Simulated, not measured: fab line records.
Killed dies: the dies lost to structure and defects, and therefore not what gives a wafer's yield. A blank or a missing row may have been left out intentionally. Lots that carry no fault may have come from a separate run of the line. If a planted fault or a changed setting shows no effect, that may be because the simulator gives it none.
What tool caused it? / flow nand harc / 33 wafers from 11 lots sampled at 6 of the route's 1302 steps

## WHAT THE GAUGES READ, wafer by wafer
NHARC_P_GATE_CD_MEAS_11 targets a cd of 1640 nm. Usual: cd nm 1638.8 nm, standard deviation 1.7.
lot=L842; measured=day 4 11:45; on=cd sem-01; cd nm (nm)=1640.7 1640.1 1641.6; flag=
lot=L843; measured=day 4 16:04; on=cd sem-03; cd nm (nm)=1640.6 1635.5 1640.9; flag=
lot=L845; measured=day 5 14:37; on=cd sem-02; cd nm (nm)=1640.8 1642.6 1640.0; flag=
lot=L846; measured=day 5 23:22; on=cd sem-03; cd nm (nm)=1641.4 1638.5 1640.3; flag=
lot=L849; measured=day 7 05:35; on=cd sem-02; cd nm (nm)=1637.2 1638.5 1637.8; flag=
lot=L853; measured=day 8 19:17; on=cd sem-03; cd nm (nm)=1639.1 1637.0 1639.2; flag=
lot=L854; measured=day 9 07:24; on=cd sem-01; cd nm (nm)=- - -; flag=OFF
lot=L860; measured=day 12 05:29; on=cd sem-01; cd nm (nm)=1638.2 1640.5 1639.5; flag=
lot=L863; measured=day 13 08:07; on=cd sem-03; cd nm (nm)=1638.1 1639.2 1640.5; flag=
lot=L864; measured=day 13 08:16; on=cd sem-01; cd nm (nm)=1640.0 1638.1 1638.7; flag=
lot=L865; measured=day 14 03:01; on=cd sem-01; cd nm (nm)=1639.9 1638.8 1640.7; flag=

NHARC_P_GATE_OVL_MEAS_27. Usual: overlay x nm 0.1 nm, standard deviation 0.73; overlay y nm -0.3 nm, standard deviation 0.91.
lot=L842; measured=day 5 01:53; on=overlay-02; overlay x nm (nm)=1.0 1.0 1.0; overlay y nm (nm)=-1.8 -0.9 -1.2; flag=
lot=L843; measured=day 5 08:55; on=overlay-02; overlay x nm (nm)=-0.3 0.1 -0.3; overlay y nm (nm)=0.5 0.6 0.2; flag=
lot=L845; measured=day 6 08:02; on=overlay-02; overlay x nm (nm)=0.3 0.6 0.1; overlay y nm (nm)=-0.6 -0.8 -0.1; flag=
lot=L846; measured=day 6 15:13; on=overlay-01; overlay x nm (nm)=1.4 1.5 1.1; overlay y nm (nm)=0.7 0.9 0.9; flag=
lot=L849; measured=day 7 20:01; on=overlay-01; overlay x nm (nm)=0.2 -0.1 0.0; overlay y nm (nm)=-1.4 -1.2 -1.2; flag=
lot=L853; measured=day 9 12:23; on=overlay-01; overlay x nm (nm)=-0.9 -0.9 -0.9; overlay y nm (nm)=-0.8 -0.9 -1.0; flag=
lot=L854; measured=day 9 21:27; on=overlay-01; overlay x nm (nm)=1.0 0.1 0.4; overlay y nm (nm)=-2.2 -2.7 -2.2; flag=
lot=L860; measured=day 12 22:21; on=overlay-02; overlay x nm (nm)=-0.1 -0.1 0.4; overlay y nm (nm)=1.4 1.4 1.2; flag=
lot=L863; measured=day 14 00:49; on=overlay-01; overlay x nm (nm)=0.7 0.5 0.7; overlay y nm (nm)=0.2 0.0 -0.1; flag=
lot=L864; measured=day 14 00:58; on=overlay-02; overlay x nm (nm)=0.7 0.9 0.8; overlay y nm (nm)=-1.7 -1.9 -1.7; flag=
lot=L865; measured=day 14 17:13; on=overlay-02; overlay x nm (nm)=-0.3 -0.2 -0.4; overlay y nm (nm)=-0.2 0.2 -0.8; flag=

NHARC_END_SORT_01. Usual: killed at array 62, standard deviation 22; killed at other 1.0, standard deviation 1.4; killed at periphery 4.2, standard deviation 2.8; killed dies 67, standard deviation 23; killed open 3.1, standard deviation 1.7; killed short 2.1, standard deviation 1.5.
lot=L854; measured=day 29 04:04; on=prober-02; killed at array=38 36 42; killed at other=0 0 0; killed at periphery=639 641 635; killed dies=677 677 677; killed open=0 4 3; killed short=2 3 2; flag=OFF

## WHICH TOOL RAN EACH LOT (tool, then ch and the chambers of the sampled wafers, then the start)
lot=L842; NHARC_P_ZERO_WELL_RTA_42=rtp anneal-01 ch 0, day 2 04:41; NHARC_P_GATE_EXPOSE_08=krf scanner-03 ch 0, day 4 11:36; NHARC_P_GATE_ETCH_104=rie diel-06 ch 2,3, day 5 02:04
lot=L843; NHARC_P_ZERO_WELL_RTA_42=rtp anneal-01 ch 0, day 2 13:16; NHARC_P_GATE_EXPOSE_08=krf scanner-03 ch 0, day 4 15:55; NHARC_P_GATE_ETCH_104=rie diel-10 ch 0,1,3, day 5 09:06
lot=L845; NHARC_P_ZERO_WELL_RTA_42=rtp anneal-02 ch 0, day 3 08:56; NHARC_P_GATE_EXPOSE_08=krf scanner-02 ch 0, day 5 14:27; NHARC_P_GATE_ETCH_104=rie diel-03 ch 0,1,3, day 6 08:13
lot=L846; NHARC_P_ZERO_WELL_RTA_42=rtp anneal-02 ch 0, day 3 19:03; NHARC_P_GATE_EXPOSE_08=krf scanner-04 ch 0, day 5 23:13; NHARC_P_GATE_ETCH_104=rie diel-03 ch 0,1,3, day 6 15:23
lot=L849; NHARC_P_ZERO_WELL_RTA_42=rtp anneal-01 ch 0, day 5 00:55; NHARC_P_GATE_EXPOSE_08=krf scanner-02 ch 0, day 7 05:25; NHARC_P_GATE_ETCH_104=rie diel-06 ch 0,1, day 7 20:12
lot=L853; NHARC_P_ZERO_WELL_RTA_42=rtp anneal-01 ch 0, day 6 16:59; NHARC_P_GATE_EXPOSE_08=krf scanner-02 ch 0, day 8 19:08; NHARC_P_GATE_ETCH_104=rie diel-03 ch 0,3, day 9 12:34
lot=L854; NHARC_P_ZERO_WELL_RTA_42=rtp anneal-02 ch 0, day 7 03:01; NHARC_P_GATE_EXPOSE_08=krf scanner-02 ch 0, day 9 07:15; NHARC_P_GATE_ETCH_104=rie diel-10 ch 2,3, day 9 21:38
lot=L860; NHARC_P_ZERO_WELL_RTA_42=rtp anneal-02 ch 0, day 9 16:53; NHARC_P_GATE_EXPOSE_08=krf scanner-04 ch 0, day 12 05:19; NHARC_P_GATE_ETCH_104=rie diel-10 ch 0,2, day 12 22:32
lot=L863; NHARC_P_ZERO_WELL_RTA_42=rtp anneal-02 ch 0, day 10 21:20; NHARC_P_GATE_EXPOSE_08=krf scanner-02 ch 0, day 13 07:58; NHARC_P_GATE_ETCH_104=rie diel-10 ch 1,2,3, day 14 01:01
lot=L864; NHARC_P_ZERO_WELL_RTA_42=rtp anneal-01 ch 0, day 11 06:59; NHARC_P_GATE_EXPOSE_08=krf scanner-03 ch 0, day 13 08:07; NHARC_P_GATE_ETCH_104=rie diel-03 ch 0,1,2, day 14 01:17
lot=L865; NHARC_P_ZERO_WELL_RTA_42=rtp anneal-02 ch 0, day 11 19:22; NHARC_P_GATE_EXPOSE_08=krf scanner-02 ch 0, day 14 02:51; NHARC_P_GATE_ETCH_104=rie diel-03 ch 0,1,3, day 14 17:25
- NHARC_P_ZERO_WELL_RTA_42: time 300 s.
- NHARC_P_GATE_EXPOSE_08: exposes mask P HV.
- NHARC_P_GATE_ETCH_104: etches the open film in CF4/CHF3, target depth 60 nm.

## WHAT THE TOOLS THEMSELVES READ (means of the sampled wafers that have a number; where no wafer has one, the mark that the record gives instead)
NHARC_P_ZERO_WELL_RTA_42. Usual: lamp power pct 34.8 %, standard deviation 1.3; lamp_zone_1_pct 34.8 %, standard deviation 1.4; lamp_zone_2_pct 34.8 %, standard deviation 1.3; wafer_temp_C_max 1107.1, standard deviation 1.3.
lot=L842; tool=rtp anneal-01; lamp power pct (%)=36.2; lamp_zone_1_pct (%)=36.2; lamp_zone_2_pct (%)=36.2; wafer_temp_C_max=1107.1; flag=
lot=L843; tool=rtp anneal-01; lamp power pct (%)=36.2; lamp_zone_1_pct (%)=36.2; lamp_zone_2_pct (%)=36.2; wafer_temp_C_max=1106.7; flag=
lot=L845; tool=rtp anneal-02; lamp power pct (%)=33.5; lamp_zone_1_pct (%)=33.5; lamp_zone_2_pct (%)=33.5; wafer_temp_C_max=1106.2; flag=
lot=L846; tool=rtp anneal-02; lamp power pct (%)=33.5; lamp_zone_1_pct (%)=33.5; lamp_zone_2_pct (%)=33.5; wafer_temp_C_max=1108.7; flag=
lot=L849; tool=rtp anneal-01; lamp power pct (%)=36.2; lamp_zone_1_pct (%)=36.2; lamp_zone_2_pct (%)=36.2; wafer_temp_C_max=1107.2; flag=
lot=L853; tool=rtp anneal-01; lamp power pct (%)=36.2; lamp_zone_1_pct (%)=36.2; lamp_zone_2_pct (%)=36.2; wafer_temp_C_max=1107.1; flag=
lot=L854; tool=rtp anneal-02; lamp power pct (%)=33.5; lamp_zone_1_pct (%)=33.5; lamp_zone_2_pct (%)=33.5; wafer_temp_C_max=1108.6; flag=
lot=L860; tool=rtp anneal-02; lamp power pct (%)=33.5; lamp_zone_1_pct (%)=33.5; lamp_zone_2_pct (%)=33.5; wafer_temp_C_max=1108.2; flag=
lot=L863; tool=rtp anneal-02; lamp power pct (%)=33.5; lamp_zone_1_pct (%)=33.5; lamp_zone_2_pct (%)=33.5; wafer_temp_C_max=1107.8; flag=
lot=L864; tool=rtp anneal-01; lamp power pct (%)=36.1; lamp_zone_1_pct (%)=36.2; lamp_zone_2_pct (%)=36.2; wafer_temp_C_max=1105.8; flag=
lot=L865; tool=rtp anneal-02; lamp power pct (%)=33.5; lamp_zone_1_pct (%)=33.5; lamp_zone_2_pct (%)=33.5; wafer_temp_C_max=1107.3; flag=

NHARC_P_GATE_EXPOSE_08. Usual: focus offset nm 0.0 nm, standard deviation 0.5.
lot=L842; tool=krf scanner-03; focus offset nm (nm)=0.1; flag=
lot=L843; tool=krf scanner-03; focus offset nm (nm)=-0.3; flag=
lot=L845; tool=krf scanner-02; focus offset nm (nm)=0.1; flag=
lot=L846; tool=krf scanner-04; focus offset nm (nm)=-0.3; flag=
lot=L849; tool=krf scanner-02; focus offset nm (nm)=-0.1; flag=
lot=L853; tool=krf scanner-02; focus offset nm (nm)=-0.2; flag=
lot=L854; tool=krf scanner-02; focus offset nm (nm)=0.5; flag=
lot=L860; tool=krf scanner-04; focus offset nm (nm)=0.2; flag=
lot=L863; tool=krf scanner-02; focus offset nm (nm)=-0.2; flag=
lot=L864; tool=krf scanner-03; focus offset nm (nm)=-0.8; flag=
lot=L865; tool=krf scanner-02; focus offset nm (nm)=-0.4; flag=

NHARC_P_GATE_ETCH_104. Usual: chamber pressure mTorr 24.998 mTorr, standard deviation 0.02; drypump motor current A 5.8 A, standard deviation 0.34; oes product au 0.949 a.u., standard deviation 0.024; rf vpp V 370.2 V, standard deviation 2.6; showerhead plenum p Torr 1.56 Torr, standard deviation 0.073; throttle valve pct 16.803 %, standard deviation 0.0092.
lot=L842; tool=rie diel-06; chamber pressure mTorr (mTorr)=24.989; drypump motor current A (A)=5.7; oes product au (a.u.)=0.958; rf vpp V (V)=371.3; showerhead plenum p Torr (Torr)=1.58; throttle valve pct (%)=16.810; flag=
lot=L843; tool=rie diel-10; chamber pressure mTorr (mTorr)=25.000; drypump motor current A (A)=6.1; oes product au (a.u.)=0.970; rf vpp V (V)=372.3; showerhead plenum p Torr (Torr)=1.61; throttle valve pct (%)=16.805; flag=
lot=L845; tool=rie diel-03; chamber pressure mTorr (mTorr)=25.007; drypump motor current A (A)=5.7; oes product au (a.u.)=0.962; rf vpp V (V)=369.1; showerhead plenum p Torr (Torr)=1.53; throttle valve pct (%)=16.804; flag=
lot=L846; tool=rie diel-03; chamber pressure mTorr (mTorr)=24.982; drypump motor current A (A)=5.7; oes product au (a.u.)=0.960; rf vpp V (V)=369.0; showerhead plenum p Torr (Torr)=1.53; throttle valve pct (%)=16.796; flag=
lot=L849; tool=rie diel-06; chamber pressure mTorr (mTorr)=25.012; drypump motor current A (A)=5.4; oes product au (a.u.)=0.916; rf vpp V (V)=372.5; showerhead plenum p Torr (Torr)=1.64; throttle valve pct (%)=16.799; flag=
lot=L853; tool=rie diel-03; chamber pressure mTorr (mTorr)=25.006; drypump motor current A (A)=5.6; oes product au (a.u.)=0.926; rf vpp V (V)=367.2; showerhead plenum p Torr (Torr)=1.47; throttle valve pct (%)=16.807; flag=
lot=L854; tool=rie diel-10; chamber pressure mTorr (mTorr)=24.992; drypump motor current A (A)=5.7; oes product au (a.u.)=0.973; rf vpp V (V)=370.5; showerhead plenum p Torr (Torr)=1.54; throttle valve pct (%)=16.802; flag=
lot=L860; tool=rie diel-10; chamber pressure mTorr (mTorr)=25.025; drypump motor current A (A)=6.1; oes product au (a.u.)=0.924; rf vpp V (V)=369.8; showerhead plenum p Torr (Torr)=1.58; throttle valve pct (%)=16.793; flag=
lot=L863; tool=rie diel-10; chamber pressure mTorr (mTorr)=25.009; drypump motor current A (A)=5.9; oes product au (a.u.)=0.949; rf vpp V (V)=370.0; showerhead plenum p Torr (Torr)=1.55; throttle valve pct (%)=16.799; flag=
lot=L864; tool=rie diel-03; chamber pressure mTorr (mTorr)=25.007; drypump motor current A (A)=5.7; oes product au (a.u.)=0.924; rf vpp V (V)=368.8; showerhead plenum p Torr (Torr)=1.54; throttle valve pct (%)=16.800; flag=
lot=L865; tool=rie diel-03; chamber pressure mTorr (mTorr)=24.999; drypump motor current A (A)=5.7; oes product au (a.u.)=0.968; rf vpp V (V)=367.9; showerhead plenum p Torr (Torr)=1.52; throttle valve pct (%)=16.798; flag=

## THE ANSWER, worked out from the rows above alone
Rule: a lot is off if the mean of its wafers that have a number lies more than 3 standard deviations from the usual mean. Also off: a lot with no number at a reading for which 4 or more lots have one. All remaining lots with rows at the step are treated as sound. The gauges are gone through in route order, then the tools' own readings, and for those a lot's mean is taken as printed above. The first step at which some lot is off is used, and at that step the reading that is off furthest; a lot without a number counts as furthest.
Off: L854 (NHARC_P_GATE_CD_MEAS_11, cd nm). Without a number there: L854.
A tool fits if, at a process step before that reading, it ran every lot that is off, and no sound lot after the first of them. The gauges at NHARC_P_GATE_CD_MEAS_11 aren't tried: what is off there is off at NHARC_END_SORT_01 too, on other tools, and a gauge's error can't cause that. Not one of the candidates tried fits.

## WHAT THE SIMULATOR HAD INSERTED
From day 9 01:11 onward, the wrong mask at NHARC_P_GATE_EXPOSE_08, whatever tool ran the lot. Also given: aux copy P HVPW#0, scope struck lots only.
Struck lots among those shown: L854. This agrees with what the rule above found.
